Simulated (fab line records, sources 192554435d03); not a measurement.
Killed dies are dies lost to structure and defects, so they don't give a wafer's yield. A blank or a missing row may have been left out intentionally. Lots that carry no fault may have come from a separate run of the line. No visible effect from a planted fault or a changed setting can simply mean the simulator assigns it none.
Chamber matching ; flow n5-finfet ; 4 sister chambers for N5_BEOL_M0_SAQP_ETCH_73 on rie-diel-02
The step etches SiARC in CF4, target depth 19.5 nm, time 32.5 s. 14 wafers are shown with their chamber, then 7 later ones without.

WAFERS, EACH WITH ITS CHAMBER
wafer;chamber;showerhead-plenum-p-Torr (Torr);oes-product-au (a.u.);throttle-valve-pct (%)
L074.2;3;2.05;0.60;15.7
L074.3;1;2.05;0.61;15.9
L074.6;3;2.05;0.60;15.7
L076.2;3;2.05;0.60;15.7
L076.5;3;2.05;0.60;15.7
L076.6;2;2.11;0.58;16.0
L080.1;3;2.05;0.59;15.7
L080.2;2;2.11;0.58;16.0
L080.3;0;2.10;0.81;15.3
L080.4;1;2.05;0.59;15.9
L080.5;2;2.11;0.58;16.0
L080.6;1;2.05;0.60;16.0
L082.1;3;2.04;0.59;15.8
L082.2;0;2.10;0.81;15.3

SIGNATURES (averages over the wafers above)
reading;chamber 0;chamber 1;chamber 2;chamber 3;scatter within a chamber
showerhead-plenum-p-Torr;2.1000;2.0500;2.1100;2.0483;0.00289
oes-product-au;0.8100;0.6000;0.5800;0.5967;0.00577
throttle-valve-pct;15.300;15.933;16.000;15.717;0.0387
Rule: for each reading, subtract the chamber's mean from the wafer's reading, divide by that reading's scatter and square the result; add these up over the readings and take the root, which gives the wafer's distance from the chamber. The wafer belongs to the nearest chamber; if the next one is less than 2 further off, it can't be placed. The scatter: the root of (the sum of the squares of (reading less its chamber's mean) over the shown wafers, divided by (wafers less chambers)).

WAFERS WHOSE CHAMBER IS MISSING
wafer;showerhead-plenum-p-Torr (Torr);oes-product-au (a.u.);throttle-valve-pct (%)
L082.5;2.04;0.59;15.7
L091.2;2.09;0.78;15.4
L091.4;2.04;0.59;16.0
L091.6;2.09;0.78;15.3
L096.1;2.04;0.58;15.8
L096.3;2.04;0.59;16.0
L096.5;2.10;0.79;15.6

CHAMBER TAKEN BY EACH
wafer;from the rows above;in truth
L082.5;3;3
L091.2;0;0
L091.4;1;1
L091.6;0;0
L096.1;can't be placed: 3 or 1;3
L096.3;1;1
L096.5;0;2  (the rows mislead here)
5 of 7 placed correctly. Unplaceable from these rows: 1, with the true chamber sitting among the candidates in 1. Wrongly placed: 1.
